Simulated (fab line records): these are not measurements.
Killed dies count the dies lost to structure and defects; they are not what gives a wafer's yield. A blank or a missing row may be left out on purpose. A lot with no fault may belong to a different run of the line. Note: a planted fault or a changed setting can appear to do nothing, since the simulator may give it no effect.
Chamber matching ; flow n5_finfet ; N5_BEOL_M6_CURE_74 on uv_cure-03: 3 sister chambers
The step cures SiCOH lowk, time 240 s. 3 wafers are shown with their chamber, then 8 later ones without.

== WAFERS WITH THEIR CHAMBER ==
wafer;chamber;wafer_temp_C_max
L084.6;1;386.4
L093.4;0;386.4
L091.1;2;386.5

== WAFERS WITHOUT THEIR CHAMBER ==
wafer;wafer_temp_C_max
L091.2;386.6
L091.4;387.1
L095.1;386.0
L095.3;385.9
L095.4;386.6
L095.2;386.0
L095.5;385.8
L095.6;386.1

== WHICH CHAMBER EACH ONE RAN IN ==
wafer;from the rows above;in truth
L091.2;can't be placed: 2 or 0 or 1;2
L091.4;can't be placed: 2 or 0 or 1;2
L095.1;can't be placed: 0 or 1 or 2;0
L095.3;can't be placed: 0 or 1 or 2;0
L095.4;can't be placed: 2 or 0 or 1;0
L095.2;can't be placed: 0 or 1 or 2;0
L095.5;can't be placed: 0 or 1 or 2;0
L095.6;can't be placed: 0 or 1 or 2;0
0 of 8 placed correctly. These rows do not allow placing 8 (true chamber among the candidates in 8). Wrongly placed: 0.
How it was worked out, from the rows above alone: a wafer's distance from a chamber is the root of the sum, over the readings, of the square of ((its reading less the chamber's mean) divided by the reading's scatter). If the next closest chamber is less than 2 further off than the closest, the wafer can't be placed; otherwise it belongs to the closest. A chamber's mean is the mean of its shown wafers. The scatter: with one shown wafer a chamber, the root of the mean of the squares of how far each hidden wafer lies from its nearest shown one.
